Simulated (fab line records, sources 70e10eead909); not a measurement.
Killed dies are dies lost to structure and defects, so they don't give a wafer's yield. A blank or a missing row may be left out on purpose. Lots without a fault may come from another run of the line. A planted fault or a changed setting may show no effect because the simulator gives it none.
Chamber matching | flow nand_harc | NHARC_A_CONTACT_DEP_29 on pecvd-01: 3 sister chambers
The step deposits SiON, target thk 100 nm. 3 wafers are shown with their chamber, then 9 later ones without.

WAFERS WITH THEIR CHAMBER
wafer  | chamber | heater_power_w (W)
L080.5 | 0       | 803
L086.1 | 1       | 783
L086.4 | 2       | 726

WAFERS WITHOUT THEIR CHAMBER
wafer  | heater_power_w (W)
L089.1 | 774
L089.2 | 703
L089.4 | 764
L090.1 | 782
L090.3 | 756
L090.4 | 771
L097.1 | 671
L097.3 | 698
L097.5 | 695

WHICH CHAMBER EACH WENT THROUGH
wafer  | from the rows above          | in truth
L089.1 | can't be placed: 1 or 0 or 2 | 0
L089.2 | 2                            | 2
L089.4 | can't be placed: 1 or 2 or 0 | 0
L090.1 | can't be placed: 1 or 0      | 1
L090.3 | can't be placed: 1 or 2 or 0 | 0
L090.4 | can't be placed: 1 or 0 or 2 | 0
L097.1 | 2                            | 2
L097.3 | 2                            | 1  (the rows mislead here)
L097.5 | 2                            | 2
Placed correctly: 3 of 9. Can't be placed from these rows: 5 (the true chamber is among the candidates in 5). Placed wrongly: 1.
How it was worked out, from the rows above alone: a wafer's distance from a chamber is the root of the sum, over the readings, of the square of ((its reading less the chamber's mean) divided by the reading's scatter). The wafer belongs to the nearest chamber; if the next one is less than 2 further off, it can't be placed. A chamber's mean is the mean of its shown wafers. The scatter: with one shown wafer a chamber, the root of the mean of the squares of how far each hidden wafer lies from its nearest shown one.
